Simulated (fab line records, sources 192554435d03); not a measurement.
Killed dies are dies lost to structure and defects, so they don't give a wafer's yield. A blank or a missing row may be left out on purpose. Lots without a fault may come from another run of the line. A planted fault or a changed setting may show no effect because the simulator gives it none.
Split-lot experiment | flow n5_finfet | 7 lots, 21 wafers read, on a route of 1938 steps

THE SPLIT
At N5_HKMG_FIN_COAT_42 (time 60 s, resist thk 35 nm), the setting spin_rpm was moved away from the recipe's 1500 rpm on 6 of the 21 wafers read, by -10.2% to +10.8%. The other wafers ran this setting at the recipe's value.

FROM THE SPLIT TO THE READING: what the file shows between them, 7 steps
- N5_HKMG_FIN_COAT_43: resist thk 90 nm (also split here: spin_rpm)
- N5_HKMG_FIN_EBR_45
- N5_HKMG_FIN_SOFTBAKE_44: time 60 s
- N5_HKMG_FIN_EXPOSE_46: exposes mask NDIPOLE
- N5_HKMG_FIN_PEB_47: peb time 60 s
- N5_HKMG_FIN_DEVELOP_48: develop time 30 s
- N5_HKMG_FIN_DESCUM_53: chemistry O2, time 7.9 s

THE READING
etch.depth_nm (the simulator's own value, which no gauge read), in nm, at N5_HKMG_FIN_ETCH_54 (etches SiARC in CF4, target depth 45.5 nm, time 75.8 s). The file gives no usual value for it. The 15 wafers here that ran the recipe average 35.03 nm, standard deviation 0.13 nm.

wafer  | tool, chamber at the split | spin_rpm as run, rpm | against the recipe | etch.depth_nm, nm | against lot-mates on the recipe
L076.1 | litho_track-01, 0          | 1500                 | recipe             | 35.22             | -
L076.2 | litho_track-01, 0          | 1500                 | recipe             | 35.25             | -
L076.5 | litho_track-01, 0          | 1500                 | recipe             | 35                | -
L075.1 | litho_track-03, 0          | 1500                 | recipe             | 34.81             | -
L075.2 | litho_track-03, 0          | 1500                 | recipe             | 34.82             | -
L075.4 | litho_track-03, 0          | 1500                 | recipe             | 34.84             | -
L079.3 | litho_track-01, 0          | 1347                 | -10.2%             | 36.9              | +1.94
L079.4 | litho_track-01, 0          | 1500                 | recipe             | 34.96             | -
L079.5 | litho_track-01, 0          | 1347                 | -10.2%             | 36.98             | +2.02
L080.2 | litho_track-02, 0          | 1500                 | recipe             | 35.02             | -
L080.3 | litho_track-02, 0          | 1596                 | +6.4%              | 34.04             | -0.98
L080.5 | litho_track-02, 0          | 1596                 | +6.4%              | 34.02             | -1.00
L089.2 | litho_track-03, 0          | 1500                 | recipe             | 35.14             | -
L089.3 | litho_track-03, 0          | 1348                 | -10.1%             | 36.92             | +1.81
L089.6 | litho_track-03, 0          | 1500                 | recipe             | 35.07             | -
L092.1 | litho_track-01, 0          | 1500                 | recipe             | 35.02             | -
L092.3 | litho_track-01, 0          | 1500                 | recipe             | 35.11             | -
L092.4 | litho_track-01, 0          | 1500                 | recipe             | 35.13             | -
L097.2 | litho_track-02, 0          | 1500                 | recipe             | 35.14             | -
L097.5 | litho_track-02, 0          | 1500                 | recipe             | 34.96             | -
L097.6 | litho_track-02, 0          | 1662                 | +10.8%             | 33.32             | -1.73

THE FIT
A straight line over all 21 wafers: etch.depth_nm changes by -0.175 nm for each +1% of spin_rpm; r = -0.99; the points scatter about the line by 0.13 nm.
The same after taking each lot's own level away (the mean of its wafers on the recipe; 21 wafers): -0.176 nm for each +1%; r = -0.99; scatter 0.094 nm.
On that fit, the largest move of spin_rpm shifts the reading by 1.9 nm.
The lots' own levels span 34.823 to 35.157 nm, that is 2.5 times the standard deviation above.
So the lot-to-lot level changes the slope little: the two slopes agree.
Check: with one of the wafers moved furthest among these (+10.8%) left out of the fit, the line predicts -1.92 nm for it against its lot-mates. It came out at -1.73 nm against them.

OTHER SPLITS ON THESE WAFERS
These wafers also went through other splits before the reading. Each is held against what the fit with the lots' levels taken away leaves over:
other split on the same wafers | wafers away from the commonest value | r with etch.depth_nm (lot level and that fit taken away)
N5_SDB_COAT_03 spin_rpm        | 4                                    | -0.18
N5_HKMG_FIN_COAT_43 spin_rpm   | 8                                    | +0.17

THE WHOLE CHAIN: every reading that the file lists as answering this split, in the file's order
step                | what it does                                           | reading                                                                             | change (the file's fit)                                                                 | r (the file's)
N5_HKMG_FIN_COAT_42 | time 60 s, resist thk 35 nm                            | SiARC_of_HKMG_FIN_COAT_42.thk_nm (the simulator's own value, which no gauge read)   | -0.177 nm for each +1% of the setting                                                   | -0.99
N5_HKMG_FIN_ETCH_54 | etches SiARC in CF4, target depth 45.5 nm, time 75.8 s | etch.depth_nm (the simulator's own value, which no gauge read)                      | -0.175 nm for each +1% of the setting                                                   | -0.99
N5_HKMG_FIN_ETCH_54 | etches SiARC in CF4, target depth 45.5 nm, time 75.8 s | CAR-ArF_of_HKMG_FIN_COAT_43.thk_nm (the simulator's own value, which no gauge read) | +0.153 nm for each +1% of the setting, in a fit together with spin_rpm@HKMG_FIN_COAT_43 | 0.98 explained

THE FILE'S OWN FIT
etch.depth_nm changes by -0.175 nm for each +1% of spin_rpm, r = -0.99.
